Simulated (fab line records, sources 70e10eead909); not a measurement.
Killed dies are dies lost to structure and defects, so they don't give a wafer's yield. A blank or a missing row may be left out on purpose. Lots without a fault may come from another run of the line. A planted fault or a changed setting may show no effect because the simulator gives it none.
Problem report in the 8D (eight disciplines) form, filled by code | flow nand_harc | the parts of the form that need people (team, actions taken, sign-off) are left out

1. THE PROBLEM
oes_product_au at NHARC_A_CONTACT_ETCH_30 reads a mean of 0.791 a.u. on 2 wafers of 2 lots; wafers without a fault read 0.930 a.u. with a standard deviation of 0.017. That is -8.2 standard deviations from the usual mean.
The step: etches the open film in CF4/CHF3, target depth 60.5 nm, time 30.2 s.
First seen on wafer L973.6, day 19 20:17, on rie_diel-01. The record holds 42 wafers of 14 lots with a number at this step. Rule for "out", or "out of limits": more than 4 standard deviations from the usual mean. The other wafers with a number count as sound.

2. WHAT IT IS AND WHAT IT IS NOT
question                    | is                | is not
which readings at this step | oes_product_au    | drypump_motor_current_A, rf_vpp_V, showerhead_plenum_p_Torr
which lots                  | L973, L978        | L964, L965, L966, L967, L968, L969, L980, L981, L982, L983, L984, L985
which wafers of those lots  | L973.6, L978.2    | L973.3, L973.5, L978.4, L978.5
read on which tools         | rie_diel-01       | rie_diel-03, rie_diel-09
when                        | from day 19 20:17 | up to then (20 sound wafers); but 20 sound wafers of L978, L980, L981, L982, L983, L984, L985 came after

3. SUSPECTS, AND WHAT RULES EACH OUT
Counting: a tool at a process step up to the reading stays a suspect if it ran every lot that is out. Sound lots after the first of them don't rule it out here, since some wafers of a struck lot are sound.
- rie_diel-01 at NHARC_A_CONTACT_DESCUM_13 (chemistry O2, time 3 s): kept. It ran every lot that is out, first L973 (day 19 19:44); its last sound lot up to then is L969 (day 18 10:03).
- rie_diel-01 at NHARC_A_CONTACT_ETCH_30 (etches the open film in CF4/CHF3, target depth 60.5 nm, time 30.2 s): kept. It ran every lot that is out, first L973 (day 19 20:17); its last sound lot up to then is L969 (day 18 10:35). Its own readings are out on those wafers: oes_product_au.
- Within rie_diel-01 at NHARC_A_CONTACT_DESCUM_13: the wafers that are out ran in chamber 0; their sound lot-mates ran in chambers 2, 3.
- Within rie_diel-01 at NHARC_A_CONTACT_ETCH_30: the wafers that are out ran in chamber 0; their sound lot-mates ran in chambers 1, 2, 3.
Left after counting: rie_diel-01 at NHARC_A_CONTACT_DESCUM_13, rie_diel-01 at NHARC_A_CONTACT_ETCH_30.

4. THE CAUSE (what the simulator had put in)
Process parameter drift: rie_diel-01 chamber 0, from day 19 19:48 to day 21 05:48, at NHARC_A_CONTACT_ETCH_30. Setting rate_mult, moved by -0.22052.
Counting left 2 suspects, and this tool is among them.

5. THE CHAIN OF EFFECTS, in route order
Each row: a reading whose mean over the struck wafers that have a number lies more than 3 standard deviations from the usual. Only readings for which the record gives a usual standard deviation are gone through. hours: the time from each lot's start at the first step in this table that gives one to its start at this step, as a median over the lots. sigmas: the change in usual standard deviations.
hours | step                    | reading        | usual      | on struck wafers | change | sigmas
0     | NHARC_A_CONTACT_ETCH_30 | oes_product_au | 0.930 a.u. | 0.791            | -0.139 | -8.2
The process steps in it:
- NHARC_A_CONTACT_ETCH_30: etches the open film in CF4/CHF3, target depth 60.5 nm, time 30.2 s.

6. WHAT WOULD HAVE CAUGHT IT SOONER
In this record the first reading out of limits was taken at day 19 20:17, 0 hours after the fault began at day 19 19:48.
